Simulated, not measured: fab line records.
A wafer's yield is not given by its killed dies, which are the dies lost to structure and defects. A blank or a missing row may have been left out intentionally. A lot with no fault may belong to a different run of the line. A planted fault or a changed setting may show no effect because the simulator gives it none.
fab line records	flow n5_finfet
record lots=6	wafers=18	last_day=20
route steps=1938 shown DUMMY_GATE@255 SPACER0@258 SD_EPI_N@262 PASSIVATION@1936
lots with no fault: from the same line, run without faults
start_h: start of the lot's first displayed wafer, in hours after the record's first day	wait_h: how many hours have passed since the lot's step before this one	" unchanged from the row above	L1.1+2: a row that stands for several wafers	- no value, or no start was given	* or withheld: withheld	< > ~ a bound
route shown NAME@n: names a module that has steps shown in the file, with the first one's number in the route	usual: mean/standard deviation taken from wafers without a fault	same: alike in all rows	chamber/n: place in a boat	sites: readings site by site	_std_site: the standard deviation of these	_edge_site: inner sites' mean taken away from outer sites' mean	radius_mm: how far each site lies from the wafer's centre	mask NAME#n: copy n	behind: the tool/chamber that last shaped the wafer	hold: why the lot went on hold/how many hours it stayed there/how the hold came to an end	device: names the non-switching transistor (n, p or np)	end of line: tests of these same wafers at the route's end	a step with no rows: only its recipe	killed: count of dies lost to structure and defects at first sort (not the wafer's yield)	map: a wafer's dies, marking killed ones x, the rest . and places with no die _
set.NAME: the setting as run; set.NAME@STEP: as run at that earlier step	model.NAME: the simulator's own value behind a step, which no gauge read
lots at some steps of the route; a table a step, a row a wafer
services: the hour from which a tool's chamber was out of use, counted from the record's first day as start_h (under 0 if before that day), plus the number of hours and why
## steps
# step N5_DUMMY_GATE_SRD_26
# recipe dry=ipa_marangoni	time_s=30	temp_c=23	rinse_liquid=diw
# step N5_DUMMY_GATE_UV_OZONE_45
# recipe time_s=120	pressure_torr=760	temp_c=25
# step N5_DUMMY_GATE_INSPECT_27
# recipe inspect_instrument=brightfield	mode=aei
# usual raw_defect_count=316/77
lot.wafer	tool	chamber	start_h	wait_h	raw_defect_count
L506.1	defect_inspect-01	-	49.02	0.0	292
L506.4	"	-	"	"	262
L506.6	"	-	"	"	269
L507.1	defect_inspect-02	-	60.24	0.0	226
L507.2	"	-	"	"	180
L507.4	"	-	"	"	182
L511.2	defect_inspect-01	-	79.34	0.0	274
L511.3	"	-	"	"	299
L511.5	"	-	"	"	215
L521.3	defect_inspect-02	-	137.63	0.0	218
L521.4	"	-	"	"	275
L521.5	"	-	"	"	353
L525.1	defect_inspect-02	-	161.14	0.0	459
L525.2	"	-	"	"	392
L525.5	"	-	"	"	337
L528.1	defect_inspect-02	-	184.26	0.0	260
L528.5	"	-	"	"	450
L528.6	"	-	"	"	240
# step N5_SPACER0_ALD_07
# recipe material=SiNx	target_thk_a=20	temp_c=400	ald_precursor_family=SiH2I2	ald_co_reactant=N2/H2-plasma	pressure_torr=2
# usual heater_power_w=809/78	susceptor_temp_C=400.01/0.23
lot.wafer	tool	chamber	start_h	wait_h	heater_power_w	susceptor_temp_C
L506.1	ald_sin-02	1	49.05	0.0	920	399.93
L506.4	"	0	"	"	724	400.30
L506.6	"	0	"	"	707	399.98
L507.1	ald_sin-01	1	61.12	0.9	779	400.07
L507.2	"	2	"	"	774	399.63
L507.4	"	3	"	"	742	399.67
L511.2	ald_sin-01	3	79.40	0.1	758	399.91
L511.3	"	0	"	"	703	400.17
L511.5	"	3	"	"	745	399.70
L521.3	ald_sin-03	0	137.74	0.1	813	400.19
L521.4	"	2	"	"	943	399.96
L521.5	"	2	"	"	913	400.06
L525.1	ald_sin-01	2	161.75	0.6	795	400.10
L525.2	"	1	"	"	779	399.66
L525.5	"	0	"	"	731	399.77
L528.1	ald_sin-02	0	184.29	0.0	717	400.07
L528.5	"	0	"	"	716	400.27
L528.6	"	1	"	"	927	400.03
# step N5_SPACER0_ALD_00
# recipe material=SiOCN	target_thk_a=35	temp_c=400	ald_precursor_family=alkyl-aminosilane	ald_co_reactant=O2/N2-plasma	pulse_time_s=3	purge_time_s=2	co_reactant_purge_time_s=2	ald_cycles=58	pressure_torr=2
# usual heater_power_w=809/78	precursor_pulse_height_rel=0.999/0.021	susceptor_temp_C=399.98/0.22
# same ald_cycles=58	pulse_time_s=3
lot.wafer	tool	chamber	start_h	wait_h	heater_power_w	precursor_pulse_height_rel	susceptor_temp_C
L506.1	ald_sin-02	1	49.21	0.1	903	1.000	400.03
L506.4	"	0	"	"	711	1.012	399.83
L506.6	"	0	"	"	699	1.017	399.80
L507.1	ald_sin-01	1	61.27	0.1	792	1.005	399.98
L507.2	"	2	"	"	777	0.963	399.95
L507.4	"	3	"	"	727	1.003	399.85
L511.2	ald_sin-01	3	79.56	0.1	725	1.005	399.72
L511.3	"	0	"	"	719	0.976	399.96
L511.5	"	3	"	"	718	1.003	399.85
L521.3	ald_sin-03	0	137.89	0.1	779	0.998	399.73
L521.4	"	2	"	"	939	0.982	399.98
L521.5	"	2	"	"	953	1.038	399.97
L525.1	ald_sin-01	2	161.90	0.1	776	1.005	400.14
L525.2	"	1	"	"	776	0.988	399.72
L525.5	"	0	"	"	726	1.001	400.11
L528.1	ald_sin-02	0	184.44	0.1	690	0.987	399.98
L528.5	"	0	"	"	710	0.977	399.80
L528.6	"	1	"	"	936	0.996	400.01
# step N5_SPACER0_ALD_08
# recipe material=SiNx	target_thk_a=20	temp_c=400	ald_precursor_family=SiH2I2	ald_co_reactant=N2/H2-plasma	pressure_torr=2
# usual heater_power_w=809/79	susceptor_temp_C=399.99/0.2
lot.wafer	tool	chamber	start_h	wait_h	heater_power_w	susceptor_temp_C
L506.1	ald_sin-02	1	49.46	0.1	940	399.80
L506.4	"	0	"	"	701	400.01
L506.6	"	0	"	"	724	400.16
L507.1	ald_sin-01	1	61.53	0.1	786	399.87
L507.2	"	2	"	"	759	399.76
L507.4	"	3	"	"	714	399.83
L511.2	ald_sin-01	3	79.81	0.1	726	399.80
L511.3	"	0	"	"	710	399.75
L511.5	"	3	"	"	727	400.04
L521.3	ald_sin-03	0	138.15	0.1	787	400.15
L521.4	"	2	"	"	947	400.14
L521.5	"	2	"	"	934	400.09
L525.1	ald_sin-01	2	162.16	0.1	807	400.58
L525.2	"	1	"	"	769	400.08
L525.5	"	0	"	"	743	400.39
L528.1	ald_sin-02	0	184.70	0.1	730	399.62
L528.5	"	0	"	"	701	399.77
L528.6	"	1	"	"	915	399.96
# step N5_SPACER0_INSPECT_04
# recipe inspect_instrument=darkfield	mode=post_dep
# usual raw_defect_count=150/32
lot.wafer	tool	chamber	start_h	wait_h	raw_defect_count
L506.1	defect_inspect-02	-	49.62	0.1	155
L506.4	"	-	"	"	164
L506.6	"	-	"	"	123
L507.1	defect_inspect-02	-	61.68	0.1	122
L507.2	"	-	"	"	99
L507.4	"	-	"	"	138
L511.2	defect_inspect-02	-	79.97	0.1	120
L511.3	"	-	"	"	141
L511.5	"	-	"	"	99
L521.3	defect_inspect-01	-	138.32	0.1	120
L521.4	"	-	"	"	124
L521.5	"	-	"	"	198
L525.1	defect_inspect-02	-	162.32	0.1	191
L525.2	"	-	"	"	181
L525.5	"	-	"	"	165
L528.1	defect_inspect-02	-	184.86	0.1	150
L528.5	"	-	"	"	176
L528.6	"	-	"	"	114
# step N5_SD_EPI_N_COAT_32
# recipe resist=SOC	temp_c=250	time_s=60	spin_rpm=1500	resist_thk_nm=350
# step N5_SD_EPI_N_COAT_33
# recipe resist=SiARC	temp_c=220	time_s=60	spin_rpm=1500	resist_thk_nm=35
# step N5_SD_EPI_N_COAT_03
# recipe resist=CAR-ArF-block	spin_rpm=1500	resist_thk_nm=150
# step N5_SD_EPI_N_EBR_05
# recipe solvent=PGMEA	ebr_width_mm=1.5
# step N5_SD_EPI_N_SOFTBAKE_04
# recipe temp_c=110	time_s=60	resist=CAR-ArF-block
# step N5_SD_EPI_N_EXPOSE_06
# recipe mask_id=SD_N_BLK	na=1.35	source_shape=conventional	sigma_outer=0.8	polarization=unpolarized	target_cd_nm=120	dose_mj=39.75
# usual exposure_dose_mJ_cm2=39.73/0.044
lot.wafer	tool	chamber	start_h	wait_h	mask	exposure_dose_mJ_cm2
L506.1	arfi_scanner-03	0	49.90	-	SD_N_BLK#0	39.80
L506.4	"	0	"	"	SD_N_BLK#0	39.84
L506.6	"	0	"	"	SD_N_BLK#0	39.79
L507.1	arfi_scanner-01	0	61.96	-	SD_N_BLK#0	39.69
L507.2	"	0	"	"	SD_N_BLK#0	39.70
L507.4	"	0	"	"	SD_N_BLK#0	39.70
L511.2	arfi_scanner-02	0	80.13	-	SD_N_BLK#0	39.75
L511.3	"	0	"	"	SD_N_BLK#0	39.73
L511.5	"	0	"	"	SD_N_BLK#0	39.78
L521.3	arfi_scanner-03	0	138.48	-	SD_N_BLK#0	40.96
L521.4	"	0	"	"	SD_N_BLK#0	40.90
L521.5	"	0	"	"	SD_N_BLK#0	40.96
L525.1	arfi_scanner-03	0	162.59	-	SD_N_BLK#0	40.70
L525.2	"	0	"	"	SD_N_BLK#0	40.67
L525.5	"	0	"	"	SD_N_BLK#0	40.71
L528.1	arfi_scanner-01	0	185.13	-	SD_N_BLK#0	39.70
L528.5	"	0	"	"	SD_N_BLK#0	39.66
L528.6	"	0	"	"	SD_N_BLK#0	39.68
# step N5_SD_EPI_N_PEB_07
# recipe peb_temp_c=110	peb_time_s=60	resist=CAR-ArF-block
# step N5_SD_EPI_N_DEVELOP_08
# recipe develop_time_s=30	developer=TMAH	resist=CAR-ArF-block	dev_temp_c=23	rinse_liquid=diw	dry=air_spin
# step N5_SD_EPI_N_CD_MEAS_09
# recipe target_cd_nm=120	landing_energy_ev=500	detector=se_inlens
# usual cd_nm=120.0/0.72
lot.wafer	tool	chamber	start_h	wait_h	cd_nm
L506.1	cd_sem-03	0	50.02	-	118.6
L506.4	"	0	"	"	120.7
L506.6	"	0	"	"	119.5
L507.1	cd_sem-01	0	62.08	-	120.5
L507.2	"	0	"	"	121.1
L507.4	"	0	"	"	121.1
L511.2	cd_sem-02	0	80.25	-	121.3
L511.3	"	0	"	"	120.2
L511.5	"	0	"	"	120.1
L521.3	cd_sem-03	0	138.60	-	122.3
L521.4	"	0	"	"	121.9
L521.5	"	0	"	"	122.6
L525.1	cd_sem-02	0	162.71	-	120.5
L525.2	"	0	"	"	121.2
L525.5	"	0	"	"	121.2
L528.1	cd_sem-02	0	185.26	-	119.9
L528.5	"	0	"	"	119.8
L528.6	"	0	"	"	121.0
# step N5_SD_EPI_N_OVL_MEAS_10
# recipe points_per_wafer=44
# usual SD_N_BLK_OVL=0.3/0.82
lot.wafer	tool	chamber	start_h	wait_h	SD_N_BLK_OVL[nm]
L506.1	overlay-01	0	50.05	0.0	-0.4
L506.4	"	0	"	"	0.9
L506.6	"	0	"	"	-0.2
L507.1	overlay-01	0	62.11	0.0	-0.6
L507.2	"	0	"	"	1.0
L507.4	"	0	"	"	-0.7
L511.2	overlay-02	0	80.28	0.0	2.0
L511.3	"	0	"	"	0.9
L511.5	"	0	"	"	0.0
L521.3	overlay-02	0	138.63	0.0	0.3
L521.4	"	0	"	"	-0.4
L521.5	"	0	"	"	-0.7
L525.1	overlay-01	0	162.74	0.0	0.1
L525.2	"	0	"	"	0.2
L525.5	"	0	"	"	0.7
L528.1	overlay-02	0	185.29	0.0	-0.4
L528.5	"	0	"	"	0.3
L528.6	"	0	"	"	-1.2
# step N5_SD_EPI_N_INSPECT_11
# recipe mode=adi	inspect_instrument=macro
# usual raw_defect_count=2.1/1.4
lot.wafer	tool	chamber	start_h	wait_h	raw_defect_count
L506.1	defect_inspect-01	-	50.07	0.0	2
L506.4	"	-	"	"	0
L506.6	"	-	"	"	2
L507.1	defect_inspect-02	-	62.14	0.0	1
L507.2	"	-	"	"	0
L507.4	"	-	"	"	2
L511.2	defect_inspect-01	-	80.30	0.0	1
L511.3	"	-	"	"	2
L511.5	"	-	"	"	2
L521.3	defect_inspect-01	-	138.65	0.0	1
L521.4	"	-	"	"	2
L521.5	"	-	"	"	2
L525.1	defect_inspect-02	-	162.81	0.1	7
L525.2	"	-	"	"	0
L525.5	"	-	"	"	3
L528.1	defect_inspect-02	-	185.31	0.0	4
L528.5	"	-	"	"	1
L528.6	"	-	"	"	1
# step N5_SD_EPI_N_DESCUM_14
# recipe chemistry=O2	time_s=7.9	source_power_w=50	bias_power_w=20	pressure_mtorr=20	rf_frequency_hz=2.712e+07	temp_c=40	resist=CAR-ArF-block	o2_flow_sccm=225
# usual drypump_motor_current_A=5.6/0.43	oes_product_au=0.77/0.066	rf_vpp_V=243.0/1.3	showerhead_plenum_p_Torr=2.09/0.074	throttle_valve_pct=20.45/0.24
# same time_s=7.9
lot.wafer	tool	chamber	start_h	wait_h	drypump_motor_current_A	oes_product_au	rf_hours_counter_h	rf_vpp_V	showerhead_plenum_p_Torr	throttle_valve_pct	model.SD_EPI_N.cd_nm
L506.1	rie_diel-01	0	50.11	0.0	6.2	0.72	189	243.6	2.19	20.69	119
L506.4	"	2	"	"	5.1	0.75	161	243.8	2.08	20.49	120.8
L506.6	"	2	"	"	5.1	0.75	-	244.3	2.08	20.51	119.6
L507.1	rie_diel-05	3	62.17	0.0	5.4	0.71	194	241.8	2.00	20.41	120.4
L507.2	"	0	"	"	5.1	0.78	150	242.5	1.97	20.02	121
L507.4	"	2	"	"	5.3	0.74	180	243.8	2.15	20.30	120.8
L511.2	rie_diel-01	2	80.33	0.0	5.1	0.74	173	242.1	2.08	20.52	121.2
L511.3	"	1	"	"	5.8	0.85	75	244.0	2.21	20.09	120.2
L511.5	"	1	"	"	5.8	0.85	-	244.8	2.21	20.10	120.2
L521.3	rie_diel-01	1	138.69	0.0	5.8	0.82	96	243.5	2.20	20.11	122
L521.4	"	3	"	"	5.0	0.78	123	241.5	2.03	20.64	122
L521.5	"	1	"	"	5.8	0.81	-	244.4	2.20	20.11	122.6
L525.1	rie_diel-01	0	162.84	0.0	6.2	0.69	228	242.7	2.17	20.74	120.4
L525.2	"	3	"	"	5.0	0.77	130	240.2	2.03	20.64	121
L525.5	"	0	"	"	6.2	0.69	-	244.3	2.17	20.73	121.4
L528.1	rie_diel-05	3	185.35	0.0	5.4	0.68	235	240.7	1.99	20.47	120
L528.5	"	2	"	"	5.3	0.69	-	243.9	2.13	20.36	119.8
L528.6	"	1	"	"	6.2	0.79	-	243.5	2.10	20.85	121
# step N5_SD_EPI_N_ETCH_34
# recipe chemistry=CF4	target=SiARC	target_depth_a=455	mask_material=CAR-ArF-block	time_s=75.8	ion_energy_ev=80	pressure_mtorr=40	source_w=545	bias_w=36	Ar_flow_sccm=100	cf4_flow_sccm=100	ends=cleared
# usual drypump_motor_current_A=5.6/0.43	etch_rf_on_time_s=75.4/2.1	oes_product_au=0.66/0.053	rf_vpp_V=183.9/1.2	showerhead_plenum_p_Torr=2.14/0.073	throttle_valve_pct=15.62/0.21
lot.wafer	tool	chamber	start_h	wait_h	drypump_motor_current_A	etch_rf_on_time_s	oes_product_au	rf_hours_counter_h	rf_vpp_V	showerhead_plenum_p_Torr	throttle_valve_pct	model.SD_EPI_N.cd_nm
L506.1	rie_diel-01	0	50.14	0.0	6.2	73.3	0.62	189	183.1	2.22	15.74	118.6
L506.4	"	2	"	"	5.1	74.5	0.64	161	184.4	2.12	15.63	120.8
L506.6	"	2	"	"	5.1	74.2	0.64	-	183.5	2.12	15.62	119.6
L507.1	rie_diel-05	3	62.21	0.0	5.4	77.1	0.60	194	181.9	2.06	15.55	120.8
L507.2	"	0	"	"	5.1	75.1	0.66	150	183.0	2.05	15.35	121
L507.4	"	2	"	"	5.3	76.6	0.63	180	184.5	2.22	15.67	120.6
L511.2	rie_diel-01	2	80.37	0.0	5.1	75.2	0.63	173	185.5	2.12	15.64	121.2
L511.3	"	1	"	"	5.8	78.5	0.70	75	184.0	2.26	15.35	120
L511.5	"	1	"	"	5.8	77.9	0.71	-	183.5	2.26	15.33	120.2
L521.3	rie_diel-01	1	138.72	0.0	5.8	78.9	0.68	96	184.8	2.25	15.38	121.8
L521.4	"	3	"	"	5.1	77.3	0.67	123	182.8	2.07	15.69	121.8
L521.5	"	1	"	"	5.9	78.5	0.68	-	185.4	2.25	15.38	122.4
L525.1	rie_diel-01	0	162.88	0.0	6.3	72.8	0.60	228	185.6	2.20	15.81	120.2
L525.2	"	3	"	"	5.0	76.8	0.66	130	183.9	2.06	15.70	121
L525.5	"	0	"	"	6.2	73.8	0.60	-	185.0	2.20	15.82	121.2
L528.1	rie_diel-05	3	185.38	0.0	5.5	77.5	0.58	235	182.6	2.05	15.63	120.2
L528.5	"	2	"	"	5.3	77.1	0.60	-	183.5	2.21	15.76	119.4
L528.6	"	1	"	"	6.1	72.0	0.67	-	184.0	2.13	15.81	121.2
# step N5_SD_EPI_N_ETCH_35
# recipe chemistry=N2/H2	target=SOC	overetch_a=1080	mask_material=SiARC	temp_c=40	ion_energy_ev=100	source_w=3000	bias_w=133	pressure_mtorr=20	time_s=486	n2_flow_sccm=200	h2_flow_sccm=200
# usual drypump_motor_current_A=5.6/0.43	h2_flow_sccm=200.1/0.59	oes_product_au=0.69/0.053	rf_vpp_V=240.6/1.4	showerhead_plenum_p_Torr=2.53/0.095	throttle_valve_pct=23.8/0.32
# same time_s=486
lot.wafer	tool	chamber	start_h	wait_h	drypump_motor_current_A	h2_flow_sccm	oes_product_au	rf_hours_counter_h	rf_vpp_V	showerhead_plenum_p_Torr	throttle_valve_pct
L506.1	rie_diel-01	0	50.20	0.0	6.3	200.3	0.64	189	241.4	2.61	23.8
L506.4	"	2	"	"	5.1	199.6	0.66	161	240.4	2.56	24.5
L506.6	"	2	"	"	5.1	199.7	0.66	-	239.5	2.56	24.5
L507.1	rie_diel-05	3	62.26	0.0	5.5	201.0	0.64	194	239.9	2.38	23.4
L507.2	"	0	"	"	5.2	200.7	0.69	150	239.4	2.44	23.8
L507.4	"	2	"	"	5.3	199.2	0.66	180	242.2	2.59	23.2
L511.2	rie_diel-01	2	80.42	0.0	5.2	200.6	0.66	173	241.4	2.56	24.5
L511.3	"	1	"	"	5.8	200.7	0.75	76	242.2	2.71	23.7
L511.5	"	1	"	"	5.8	200.4	0.75	-	242.6	2.71	23.7
L521.3	rie_diel-01	1	138.78	0.0	5.9	200.9	0.73	96	241.9	2.70	23.7
L521.4	"	3	"	"	5.1	199.2	0.70	123	239.2	2.42	23.6
L521.5	"	1	"	"	5.9	200.4	0.73	-	241.8	2.70	23.7
L525.1	rie_diel-01	0	162.93	0.0	6.2	201.0	0.61	228	242.1	2.59	23.8
L525.2	"	3	"	"	5.1	200.4	0.70	130	239.0	2.41	23.6
L525.5	"	0	"	"	6.3	200.2	0.61	-	242.2	2.59	23.8
L528.1	rie_diel-05	3	185.44	0.0	5.5	200.2	0.61	235	237.6	2.36	23.5
L528.5	"	2	"	"	5.3	200.0	0.63	-	240.9	2.57	23.3
L528.6	"	1	"	"	6.2	199.7	0.69	-	240.3	2.51	24.0
# step N5_PASSIVATION_PROBE_49
# usual killed_at_M0_to_M3=36/10	killed_at_M4_up=14/5.2	killed_at_contacts=12/6	killed_at_front_end=37/10	killed_at_other=4/3.3	killed_dies=104/18	killed_open=68/14	killed_short=34/7.4
# same gross_dies=1180	killed_at_back_side=0
lot.wafer	tool	chamber	start_h	wait_h	killed_at_M0_to_M3	killed_at_M4_up	killed_at_contacts	killed_at_front_end	killed_at_other	killed_dies	killed_open	killed_short
L511.2	prober-01	-	344.35	0.1	41	13	9	21	1	85	60	24
L511.3	prober-01	-	344.40	0.1	34	11	13	30	4	92	60	32
L511.5	prober-01	-	344.50	0.2	43	18	8	45	3	117	82	34
L521.5	prober-01	-	399.26	0.2	50	3	7	48	13	121	63	40
L525.5	prober-01	-	439.25	0.2	31	14	5	32	13	95	56	28
# killed by level:class
L511.2 BEOL_M0_SAQP:geometric_particle:open=11 BEOL_M2:geometric_particle:open=10 MOL_CONTACT_COAG:geometric_particle:open=6 BEOL_M3:geometric_particle:open=6 BEOL_M4:geometric_particle:open=5 BEOL_M0_SAQP:geometric_particle:short=4 BEOL_M3:geometric_particle:short=4 FIN_SAQP:geometric_particle:open=3
L511.3 BEOL_M1:geometric_particle:open=12 MOL_CONTACT_COAG:geometric_particle:open=10 BEOL_M0_SAQP:geometric_particle:open=9 DUMMY_GATE:geometric_particle:open=6 GATE_CUT:geometric_particle:short=4 BEOL_M2:geometric_particle:open=4 BEOL_M3:geometric_particle:open=4 STARTING-WAFER:geometric_particle:short=4
L511.5 BEOL_M2:geometric_particle:open=12 BEOL_M3:geometric_particle:open=12 FIN_SAQP:geometric_particle:short=11 FIN_SAQP:geometric_particle:open=8 MOL_CONTACT_COAG:geometric_particle:open=7 BEOL_M4:geometric_particle:open=7 STI_FIN_REVEAL:geometric_particle:open=6 BEOL_M0_SAQP:geometric_particle:short=5
L521.5 BEOL_M0_SAQP:geometric_particle:open=14 HKMG_FIN:area_etch=13 BEOL_M3:geometric_particle:open=10 FIN_SAQP:geometric_particle:short=9 BEOL_M0_SAQP:geometric_particle:short=9 FIN_SAQP:geometric_particle:open=7 MOL_CONTACT_COAG:geometric_particle:open=7 BEOL_M2:geometric_particle:short=5
L525.5 DUMMY_GATE:geometric_particle:open=12 BEOL_M0_SAQP:geometric_particle:open=10 PASSIVATION:area_etch=10 BEOL_M3:geometric_particle:open=7 BEOL_M0_SAQP:geometric_particle:short=6 BEOL_M4:geometric_particle:open=5 STI_FIN_REVEAL:geometric_particle:open=4 FIN_SAQP:geometric_particle:short=3
## services
tool	chamber	start_h	hours	kind
arfi_scanner-01	-	27.84	8.8	repair
ald_sin-03	-	37.80	6.1	pm
arfi_scanner-02	-	45.64	0.8	pm
ald_sin-03	-	49.82	1.2	repair
arfi_scanner-02	-	51.53	1.0	pm
arfi_scanner-01	-	67.83	1.3	pm
arfi_scanner-02	-	67.89	1.0	pm
ald_sin-03	3	72.07	1.9	repair
ald_sin-02	0	73.26	3.7	repair
ald_sin-02	-	74.93	0.8	pm
arfi_scanner-03	-	77.10	4.9	pm
arfi_scanner-02	-	77.89	1.3	pm
arfi_scanner-02	-	80.40	3.1	pm
arfi_scanner-01	-	86.24	0.3	repair
arfi_scanner-03	-	94.85	1.3	pm
arfi_scanner-01	-	116.87	1.0	pm
arfi_scanner-03	-	124.77	0.8	pm
arfi_scanner-03	-	135.97	1.0	pm
ald_sin-02	0	137.06	5.4	repair
ald_sin-02	3	141.38	19.9	repair
arfi_scanner-01	-	153.05	1.0	pm
rie_diel-01	2	171.91	16.9	repair
arfi_scanner-01	-	176.34	1.3	repair
ald_sin-01	-	176.75	14.0	pm
## key
first_sign step=N5_SD_EPI_N_EXPOSE_06	reading=exposure_dose_mJ_cm2	direction=up	sigmas=25	usual=39.73	struck=40.82
effect step=N5_SD_EPI_N_CD_MEAS_09	reading=cd_nm	direction=up	sigmas=2.3	usual=120.0	struck=121.6	through=control_loop
model_effect step=N5_SD_EPI_N_DESCUM_14	value=SD_EPI_N.cd_nm	without=119.7	struck=121.6
model_effect step=N5_SD_EPI_N_ETCH_34	value=SD_EPI_N.cd_nm	without=119.6	struck=121.4
met_at N5_SD_EPI_N_EXPOSE_06
struck_wafers L521.3,L521.4,L521.5,L525.1,L525.2,L525.5
tester_left_out L521,L525
loop_trim step=N5_SD_EPI_N_EXPOSE_06	setting=dose	lots=L525
baseline_loss step=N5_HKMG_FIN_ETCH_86	wafers=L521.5
baseline_loss step=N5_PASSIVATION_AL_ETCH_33	wafers=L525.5
onset_between 49.90 138.48
fault kind=process_parameter_drift	tool=arfi_scanner-03	chamber=-	onset_h=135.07	steps=N5_SD_EPI_N_EXPOSE_06	channel=dose_mj	offset=1.2176	shape=step	acts_in=these_recipes_only	stated=39.75
# tester_left_out: of these lots the tester's yield and bins aren't shown, on N5 and GAA mostly nor the transistor test; their killed dies are dies lost to structure and defects alone, not to doping, threshold or leakage, so they don't give the yield
# loop_trim: a control loop set the setting to another value than it would have without faults
# baseline_loss: these wafers lose ten dies or more at that step, a loss of the line's own and not of a fault; the sort's usual values leave them out
